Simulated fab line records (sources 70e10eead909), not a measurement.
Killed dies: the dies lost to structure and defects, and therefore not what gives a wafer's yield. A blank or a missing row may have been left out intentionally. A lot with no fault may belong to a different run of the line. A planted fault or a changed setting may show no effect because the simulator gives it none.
Which tool is to blame? + flow nandHarc + 12 lots (36 wafers sampled), 1 step of a 1302-step route

== WHAT THE GAUGES SHOWED, per wafer ==
NHARC_A_CONTACT_OVL_MEAS_43.
| lot  | measured     | on         | overlayXNm (nm) | overlayYNm (nm) |
|------|--------------|------------|-----------------|-----------------|
| L598 | day 22 01:23 | overlay-01 | -0.9 -0.4 -0.9  | -0.4 0.3 -0.2   |
| L600 | day 22 18:58 | overlay-01 | 0.8 0.7 0.9     | 1.3 1.2 1.4     |
| L599 | day 22 19:13 | overlay-02 | 0.0 0.3 -0.2    | 1.0 0.6 0.7     |
| L601 | day 22 19:23 | overlay-02 | 0.2 -0.1 0.1    | 0.1 -0.1 -0.3   |
| L606 | day 25 05:09 | overlay-02 | 0.3 -0.3 -0.3   | 0.3 0.9 0.9     |
| L604 | day 25 05:29 | overlay-01 | 0.8 0.0 0.7     | 0.4 0.5 0.8     |
| L608 | day 25 21:16 | overlay-01 | 0.6 0.6 0.4     | -0.7 -0.9 -0.9  |
| L616 | day 29 12:47 | overlay-01 | -0.5 -1.0 -0.6  | 0.4 0.2 0.5     |
| L615 | day 29 13:12 | overlay-02 | 0.3 -0.5 -0.2   | 1.3 0.9 1.5     |
| L617 | day 29 18:50 | overlay-01 | 0.4 0.3 0.6     | 0.2 0.0 -0.4    |
| L618 | day 30 20:34 | overlay-01 | -0.2 -0.2 -0.2  | -2.2 -1.9 -2.0  |
| L619 | day 31 16:14 | overlay-01 | 1.1 0.6 0.8     | -1.2 -1.9 -1.2  |

== TOOL THAT RAN EACH LOT (tool first, then ch and the chambers of the sampled wafers, then the start) ==
Before these readings, the record contains no process step.

== AS READ BY THE TOOLS THEMSELVES (means over the sampled wafers that have a number; for cases with no such wafer, the mark the record gives instead) ==
The record holds no such reading with a usual standard deviation.

== THE ANSWER, worked out from the rows above alone ==
Rule: the usual values come from the lots themselves. The widest of any qualifying gaps counts: lots, ordered by their means at a reading, are off when they make up no more than a third of the lots, leave a main group of 4 or more, and stand apart from it by 3 or more times the standard deviation of that group's means. Not used: any main group whose means are identical at the precision the tables above print for the reading. Also off: a lot with no number at a reading for which 4 or more lots have one. The other lots that the step has rows for count as sound. First the gauges in route order, then the tools' own readings, where a lot's mean is used as printed above. The first step at which some lot is off is used, and at that step the reading that is off furthest; a lot without a number counts as furthest.
Nothing can be told from this: no lot is off at any reading shown.

== WHAT WAS PUT IN BY THE SIMULATOR ==
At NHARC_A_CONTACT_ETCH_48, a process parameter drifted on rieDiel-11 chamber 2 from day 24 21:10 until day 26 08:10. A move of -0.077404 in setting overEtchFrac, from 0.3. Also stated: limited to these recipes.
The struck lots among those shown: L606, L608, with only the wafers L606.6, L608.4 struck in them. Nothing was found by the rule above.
